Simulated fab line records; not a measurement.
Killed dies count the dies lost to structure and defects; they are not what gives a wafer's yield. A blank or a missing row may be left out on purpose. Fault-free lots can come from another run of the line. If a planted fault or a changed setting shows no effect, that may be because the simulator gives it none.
Split-lot trial ; flow n5-finfet ; 7 lots, 39 wafers read, on a route of 1938 steps

== ON THE SPLIT ==
At N5_BEOL_M7_DEP_56 (deposits SiCN from 3MS/NH3, target thk 10 nm, time 17.5 s), the setting target-thk-a was moved away from the recipe's 100 angstrom on 9 of the 39 wafers read, by -59.5% to +20.3%. For the rest of the wafers, this setting stayed at what the recipe calls for.

The reading comes from the split's own step.

== THE READING ==
SiCN_of_BEOL_M7_DEP_56.thk-nm (the simulator's own value, which no gauge read), in nm, at N5_BEOL_M7_DEP_56 (deposits SiCN from 3MS/NH3, target thk 10 nm, time 17.5 s). The file does not state a usual value for it. Across the 30 wafers here that went through the recipe, the average is 10.1 nm and the standard deviation 0.21 nm.

wafer;tool, chamber at the split;target-thk-a as run, angstrom;against the recipe;SiCN_of_BEOL_M7_DEP_56.thk-nm, nm;against lot-mates on the recipe
L080.1;pecvd-01, 0;100;recipe;10;-
L080.2;pecvd-01, 1,0;120.3;+20.3%;12.2;+2.0
L080.4;pecvd-01, 1,0;120.3;+20.3%;12.2;+2.0
L080.3;pecvd-01, 1;120.3;+20.3%;12.4;+2.2
L080.5;pecvd-01, 0;100;recipe;10.2;-
L080.6;pecvd-01, 1;100;recipe;10.4;-
L083.1;pecvd-02, 0;40.53;-59.5%;3.8;-6.3
L083.2;pecvd-02, 2;40.53;-59.5%;4.2;-5.9
L083.3;pecvd-02, 1;100;recipe;9.8;-
L083.4;pecvd-02, 1;100;recipe;10.2;-
L083.5;pecvd-02, 2;100;recipe;10.4;-
L083.6;pecvd-02, 0;40.53;-59.5%;4;-6.1
L090.1;pecvd-02, 1,0;100;recipe;9.8;-
L090.3;pecvd-02, 1,0;100;recipe;9.8;-
L090.2;pecvd-02, 2,0,2,1;100;recipe;10;-
L090.4;pecvd-02, 2,0,2,1;100;recipe;10;-
L090.5;pecvd-02, 2,0,2,1;100;recipe;10;-
L090.6;pecvd-02, 2,0,2,1;100;recipe;10;-
L092.1;pecvd-03, 2,1;100;recipe;10.2;-
L092.3;pecvd-03, 2,1;100;recipe;10.2;-
L092.2;pecvd-03, 0,0,1;100;recipe;10.4;-
L092.5;pecvd-03, 0,0,1;100;recipe;10.4;-
L092.6;pecvd-03, 0,0,1;100;recipe;10.4;-
L092.4;pecvd-03, 2;100;recipe;10.6;-
L094.1;pecvd-02, 2,1,1;100;recipe;10;-
L094.3;pecvd-02, 2,1,1;100;recipe;10;-
L094.5;pecvd-02, 2,1,1;100;recipe;10;-
L094.2;pecvd-02, 0;100;recipe;10.2;-
L094.6;pecvd-02, 0;100;recipe;10.2;-
L094.4;pecvd-02, 2;100;recipe;10.4;-
L096.1;pecvd-01, 2,1;100;recipe;10;-
L096.3;pecvd-01, 2,1;100;recipe;10;-
L096.2;pecvd-01, 0;100;recipe;9.8;-
L095.1;pecvd-01, 1,0,0;100;recipe;10.2;-
L095.3;pecvd-01, 1,0,0;100;recipe;10.2;-
L095.6;pecvd-01, 1,0,0;100;recipe;10.2;-
L095.2;pecvd-01, 2,2,1;61.99;-38.0%;6.4;-3.8
L095.4;pecvd-01, 2,2,1;61.99;-38.0%;6.4;-3.8
L095.5;pecvd-01, 2,2,1;61.99;-38.0%;6.4;-3.8
Rows listing several chambers each stand for several wafers; the file does not say which wafer went through which chamber.

FIT RESULTS
A straight line over all 39 wafers: SiCN_of_BEOL_M7_DEP_56.thk-nm changes by +0.102 nm for each +1% of target-thk-a; r = +1.00; the points scatter about the line by 0.2 nm.
The same after taking each lot's own level away (the mean of its wafers on the recipe; 39 wafers): +0.102 nm for each +1%; r = +1.00; scatter 0.14 nm.
Per that fit: largest target-thk-a move, reading shift of 6.1 nm.
Across the lots, their own levels run from 9.93 to 10.37 nm, a range of 2.1 times the standard deviation given above.
Hence the lot-to-lot level has little effect on the slope; both slopes agree.
Check: -6 nm against its lot-mates is what the line predicts for one of the wafers moved furthest among these (-59.5%) when that wafer is left out of the fit. Against them it came out at -6.33 nm.

== THESE WAFERS: OTHER SPLITS ==
Note: prior to the reading, these wafers also went through further splits. Each is held against what the fit with the lots' levels taken away leaves over:
other split on the same wafers;wafers away from the commonest value;r with SiCN_of_BEOL_M7_DEP_56.thk-nm (lot level and that fit taken away)
N5_BEOL_M6_TRENCH_ETCH_37 time-s;15;+0.07

== THE FILE'S OWN FIT ==
SiCN_of_BEOL_M7_DEP_56.thk-nm changes by +0.102 nm for each +1% of target-thk-a, r = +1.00.
